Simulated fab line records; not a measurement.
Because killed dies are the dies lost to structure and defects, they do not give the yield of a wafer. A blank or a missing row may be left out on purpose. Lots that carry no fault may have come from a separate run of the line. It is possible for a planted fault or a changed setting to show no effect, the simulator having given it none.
Chamber matching ; flow nand-harc ; NHARC_A_STAIRCASE_DESCUM_168 on rie-diel-08 has 3 sister chambers
The step chemistry O2, time 3 s. 6 wafers are shown with their chamber, then 7 later ones without.

== EACH WAFER AND ITS CHAMBER ==
wafer;chamber;showerhead-plenum-p-Torr (Torr);drypump-motor-current-A (A)
L078.1;3;1.88;6.3
L080.1;1;1.82;6.5
L082.1;1;1.82;6.4
L083.3;3;1.87;6.4
L083.5;2;1.89;6.3
L092.1;2;1.88;6.2

== WAFERS WITH NO CHAMBER GIVEN ==
wafer;showerhead-plenum-p-Torr (Torr);drypump-motor-current-A (A)
L092.3;1.81;6.5
L092.4;1.87;6.3
L095.2;1.88;6.3
L095.4;1.87;6.4
L095.6;1.81;6.5
L097.1;1.88;6.3
L097.2;1.86;6.4

== WHICH CHAMBER EACH ONE RAN IN ==
wafer;from the rows above;in truth
L092.3;1;1
L092.4;can't be placed: 3 or 2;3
L095.2;can't be placed: 2 or 3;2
L095.4;3;3
L095.6;1;1
L097.1;can't be placed: 2 or 3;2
L097.2;3;3
Correctly placed: 4 of 7. Can't be placed from these rows: 3 (the true chamber is among the candidates in 3). 0 placed wrongly.
How it was worked out, from the rows above alone: a wafer's distance from a chamber is the root of the sum, over the readings, of the square of ((its reading less the chamber's mean) divided by the reading's scatter). If the next closest chamber is less than 2 further off than the closest, the wafer can't be placed; otherwise it belongs to the closest. A chamber's mean is the mean of its shown wafers. How the scatter is found: for the shown wafers, subtract from each reading the mean of its chamber, square and add these, divide the total by (wafers less chambers), then take the root.
